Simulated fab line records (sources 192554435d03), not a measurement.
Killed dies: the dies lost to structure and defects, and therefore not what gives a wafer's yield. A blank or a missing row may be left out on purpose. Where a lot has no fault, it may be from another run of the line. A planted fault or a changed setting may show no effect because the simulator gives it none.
Chamber matching    flow n5-finfet    N5_BEOL_M8_STRIP_19 on rie-diel-02 has 4 sister chambers
The step strips in O2. 8 wafers are shown with their chamber, then 9 later ones without.

## EACH WAFER AND ITS CHAMBER
wafer   chamber  showerhead-plenum-p-Torr (Torr)  throttle-valve-pct (%)
L079.2  2        1.99                             17.22
L085.5  0        2.00                             16.66
L088.2  1        2.10                             16.81
L088.3  0        1.99                             16.65
L088.4  3        2.18                             17.23
L087.2  3        2.18                             17.26
L087.3  2        1.98                             17.24
L087.6  1        2.10                             16.81

## WAFERS MISSING THEIR CHAMBER
wafer   showerhead-plenum-p-Torr (Torr)  throttle-valve-pct (%)
L089.1  2.18                             17.25
L089.4  1.99                             16.64
L089.6  1.98                             17.22
L090.3  1.98                             17.22
L090.4  2.17                             17.24
L090.6  2.17                             17.24
L092.3  1.99                             16.66
L092.5  1.99                             16.68
L092.6  2.09                             16.83

## EACH ONE'S CHAMBER
wafer   from the rows above  in truth
L089.1  3                    3
L089.4  0                    0
L089.6  2                    2
L090.3  2                    2
L090.4  3                    3
L090.6  3                    3
L092.3  0                    0
L092.5  0                    0
L092.6  1                    1
Correctly placed: 9 of 9. Left unplaced by these rows: 0. 0 placed wrongly.
How it was worked out, from the rows above alone: a wafer's distance from a chamber is the root of the sum, over the readings, of the square of ((its reading less the chamber's mean) divided by the reading's scatter). The wafer belongs to the nearest chamber; if the next one is less than 2 further off, it can't be placed. A chamber's mean is the mean of its shown wafers. The scatter: take each reading less its chamber's mean, square it, sum over the shown wafers, divide by the number of wafers less the number of chambers, and take the root.
